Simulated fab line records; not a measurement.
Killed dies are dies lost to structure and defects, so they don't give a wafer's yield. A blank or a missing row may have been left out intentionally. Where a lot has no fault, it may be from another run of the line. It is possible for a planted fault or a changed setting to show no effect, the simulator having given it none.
Chamber matching :: flow n5Finfet :: cvdCo-02 running N5_BEOL_M3_CO_CAP_55: 3 sister chambers
The step material Co, precursor CCTBA/H2, target thk 2 nm, time 102.1 s. 39 wafers are shown with their chamber, then 12 later ones without.

== WAFERS PAIRED WITH THEIR CHAMBERS ==
wafer: L075.1
chamber: 0
heaterPowerW (W): 205
chamberPressureTorr (Torr): 29.99

wafer: L075.3
chamber: 1
heaterPowerW (W): 248
chamberPressureTorr (Torr): 29.77

wafer: L075.6
chamber: 0
heaterPowerW (W): 208
chamberPressureTorr (Torr): 29.98

wafer: L076.1
chamber: 0
heaterPowerW (W): 210
chamberPressureTorr (Torr): 30.05

wafer: L076.3
chamber: 2
heaterPowerW (W): 266
chamberPressureTorr (Torr): 29.91

wafer: L076.4
chamber: 2
heaterPowerW (W): 254
chamberPressureTorr (Torr): 29.78

wafer: L077.1
chamber: 2
heaterPowerW (W): 257
chamberPressureTorr (Torr): 30.03

wafer: L077.3
chamber: 1
heaterPowerW (W): 244
chamberPressureTorr (Torr): 29.95

wafer: L077.6
chamber: 2
heaterPowerW (W): 258
chamberPressureTorr (Torr): 30.00

wafer: L080.1
chamber: 1
heaterPowerW (W): 248
chamberPressureTorr (Torr): 29.94

wafer: L080.3
chamber: 0
heaterPowerW (W): 211
chamberPressureTorr (Torr): 30.02

wafer: L080.5
chamber: 0
heaterPowerW (W): 212
chamberPressureTorr (Torr): 30.04

wafer: L081.1
chamber: 0
heaterPowerW (W): 207
chamberPressureTorr (Torr): 30.14

wafer: L081.2
chamber: 1
heaterPowerW (W): 246
chamberPressureTorr (Torr): 30.09

wafer: L081.5
chamber: 2
heaterPowerW (W): 260
chamberPressureTorr (Torr): 30.18

wafer: L082.1
chamber: 0
heaterPowerW (W): 212
chamberPressureTorr (Torr): 29.94

wafer: L082.5
chamber: 2
heaterPowerW (W): 255
chamberPressureTorr (Torr): 29.96

wafer: L082.6
chamber: 1
heaterPowerW (W): 250
chamberPressureTorr (Torr): 30.07

wafer: L083.4
chamber: 2
heaterPowerW (W): 262
chamberPressureTorr (Torr): 29.87

wafer: L083.5
chamber: 1
heaterPowerW (W): 242
chamberPressureTorr (Torr): 29.86

wafer: L083.6
chamber: 0
heaterPowerW (W): 215
chamberPressureTorr (Torr): 30.09

wafer: L084.2
chamber: 1
heaterPowerW (W): 240
chamberPressureTorr (Torr): 29.83

wafer: L084.4
chamber: 0
heaterPowerW (W): 206
chamberPressureTorr (Torr): 30.09

wafer: L084.5
chamber: 2
heaterPowerW (W): 260
chamberPressureTorr (Torr): 29.93

wafer: L085.2
chamber: 0
heaterPowerW (W): 208
chamberPressureTorr (Torr): 30.13

wafer: L085.4
chamber: 1
heaterPowerW (W): 247
chamberPressureTorr (Torr): 30.08

wafer: L085.6
chamber: 2
heaterPowerW (W): 270
chamberPressureTorr (Torr): 30.13

wafer: L086.1
chamber: 2
heaterPowerW (W): 264
chamberPressureTorr (Torr): 29.97

wafer: L086.2
chamber: 1
heaterPowerW (W): 250
chamberPressureTorr (Torr): 30.14

wafer: L086.3
chamber: 0
heaterPowerW (W): 212
chamberPressureTorr (Torr): 29.97

wafer: L090.3
chamber: 2
heaterPowerW (W): 263
chamberPressureTorr (Torr): 30.05

wafer: L090.4
chamber: 1
heaterPowerW (W): 250
chamberPressureTorr (Torr): 30.02

wafer: L090.5
chamber: 0
heaterPowerW (W): 207
chamberPressureTorr (Torr): 29.99

wafer: L091.2
chamber: 1
heaterPowerW (W): 255
chamberPressureTorr (Torr): 29.98

wafer: L091.4
chamber: 2
heaterPowerW (W): 258
chamberPressureTorr (Torr): 29.98

wafer: L091.6
chamber: 1
heaterPowerW (W): 246
chamberPressureTorr (Torr): 30.02

wafer: L094.1
chamber: 0
heaterPowerW (W): 209
chamberPressureTorr (Torr): 30.02

wafer: L094.3
chamber: 2
heaterPowerW (W): 266
chamberPressureTorr (Torr): 30.00

wafer: L094.4
chamber: 1
heaterPowerW (W): 248
chamberPressureTorr (Torr): 29.96

SIGNATURES (averages over the wafers above)
reading: heaterPowerW
chamber 0: 209.38
chamber 1: 247.23
chamber 2: 261.00
scatter within a chamber: 3.89

reading: chamberPressureTorr
chamber 0: 30.0346
chamber 1: 29.9777
chamber 2: 29.9838
scatter within a chamber: 0.0943
Rule: a wafer lies at a distance from a chamber equal to the root of the sum of squares, over the readings, of (its reading less the chamber's mean, divided by the reading's scatter). If the next closest chamber is less than 2 further off than the closest, the wafer can't be placed; otherwise it belongs to the closest. The scatter: the root of (the sum of the squares of (reading less its chamber's mean) over the shown wafers, divided by (wafers less chambers)).

== WAFERS MISSING THEIR CHAMBER ==
wafer: L093.1
heaterPowerW (W): 253
chamberPressureTorr (Torr): 29.93

wafer: L093.4
heaterPowerW (W): 260
chamberPressureTorr (Torr): 29.97

wafer: L093.6
heaterPowerW (W): 248
chamberPressureTorr (Torr): 30.05

wafer: L095.2
heaterPowerW (W): 210
chamberPressureTorr (Torr): 29.95

wafer: L095.3
heaterPowerW (W): 249
chamberPressureTorr (Torr): 29.91

wafer: L095.4
heaterPowerW (W): 256
chamberPressureTorr (Torr): 29.94

wafer: L096.3
heaterPowerW (W): 267
chamberPressureTorr (Torr): 30.00

wafer: L096.4
heaterPowerW (W): 262
chamberPressureTorr (Torr): 30.03

wafer: L096.5
heaterPowerW (W): 208
chamberPressureTorr (Torr): 30.03

wafer: L097.2
heaterPowerW (W): 208
chamberPressureTorr (Torr): 30.02

wafer: L097.3
heaterPowerW (W): 253
chamberPressureTorr (Torr): 29.77

wafer: L097.4
heaterPowerW (W): 209
chamberPressureTorr (Torr): 29.98

== THE CHAMBER EACH PASSED THROUGH ==
wafer: L093.1
from the rows above: can't be placed: 1 or 2
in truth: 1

wafer: L093.4
from the rows above: 2
in truth: 2

wafer: L093.6
from the rows above: 1
in truth: 1

wafer: L095.2
from the rows above: 0
in truth: 0

wafer: L095.3
from the rows above: 1
in truth: 1

wafer: L095.4
from the rows above: can't be placed: 2 or 1
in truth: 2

wafer: L096.3
from the rows above: 2
in truth: 2

wafer: L096.4
from the rows above: 2
in truth: 2

wafer: L096.5
from the rows above: 0
in truth: 0

wafer: L097.2
from the rows above: 0
in truth: 0

wafer: L097.3
from the rows above: can't be placed: 1 or 2
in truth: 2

wafer: L097.4
from the rows above: 0
in truth: 0
Correct placement for 9 of the 12. Unplaceable from these rows: 3, with the true chamber sitting among the candidates in 3. 0 placed wrongly.
